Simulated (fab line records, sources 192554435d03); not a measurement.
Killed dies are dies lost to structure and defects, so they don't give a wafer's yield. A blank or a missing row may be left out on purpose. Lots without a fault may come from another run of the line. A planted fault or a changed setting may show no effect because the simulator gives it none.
One fault seen from 2 desks | flow n5_finfet | each desk has only its own numbers; what lay behind them comes last

THE METROLOGY DESK
What the gauges read, lot by lot, whatever tool the lot ran on: means of the sampled wafers that have a number. A lot is out of limits, marked OUT, if its mean lies more than 4 standard deviations from the usual mean; the brackets give that distance.
Columns: A = MIM_BOT_OVL at N5_MIM_BOT_LITHO_OVL_MEAS_11, usual 2 nm
lot  | first seen here | A
L763 | day 11 18:20    | 6
L764 | day 12 13:42    | 5
L767 | day 12 21:00    | 6
L773 | day 15 02:35    | 2
L777 | day 15 03:06    | 3
L774 | day 15 03:49    | 4
L775 | day 15 09:50    | 0
L779 | day 16 05:43    | -1
L782 | day 16 12:58    | -1
L786 | day 17 07:50    | 2
This desk's finding: nothing out of limits on any of the 10 lots.

THE TOOL OWNER'S DESK: rie_diel-01
The tool's own readings at N5_PASSIVATION_ETCH_15 (etches SiCN in CF4/N2, target depth 75 nm, time 81.2 s): means of the sampled wafers that have a number, for each lot that ran on this tool. A lot is out of limits, marked OUT, if its mean lies more than 4 standard deviations from the usual mean; the brackets give that distance.
Columns: A = bias_w at N5_PASSIVATION_ETCH_15, usual 69.97 W; B = drypump_motor_current_A at N5_PASSIVATION_ETCH_15, usual 5.8 A; C = oes_product_au at N5_PASSIVATION_ETCH_15, usual 0.82 a.u.; D = rf_vpp_V at N5_PASSIVATION_ETCH_15, usual 381.6 V; E = showerhead_plenum_p_Torr at N5_PASSIVATION_ETCH_15, usual 2.19 Torr; F = throttle_valve_pct at N5_PASSIVATION_ETCH_15, usual 15.37 %
lot  | first seen here | A     | B   | C    | D     | E    | F
L767 | day 12 22:59    | 70.12 | 5.8 | 0.83 | 382.4 | 2.22 | 15.32
L774 | day 15 08:10    | 70.19 | 5.8 | 0.84 | 384.1 | 2.29 | 15.29
L775 | day 15 13:19    | 70.04 | 6.1 | 0.78 | 382.1 | 2.19 | 15.37
L782 | day 16 14:55    | 70.06 | 5.7 | 0.94 | 382.7 | 2.26 | 15.23
This desk's finding: nothing out of limits on any of the 4 lots.

PUT TOGETHER
The metrology desk saw nothing out of limits.
The tool owner's desk saw nothing out of limits.

WHAT THE SIMULATOR HAD PUT IN
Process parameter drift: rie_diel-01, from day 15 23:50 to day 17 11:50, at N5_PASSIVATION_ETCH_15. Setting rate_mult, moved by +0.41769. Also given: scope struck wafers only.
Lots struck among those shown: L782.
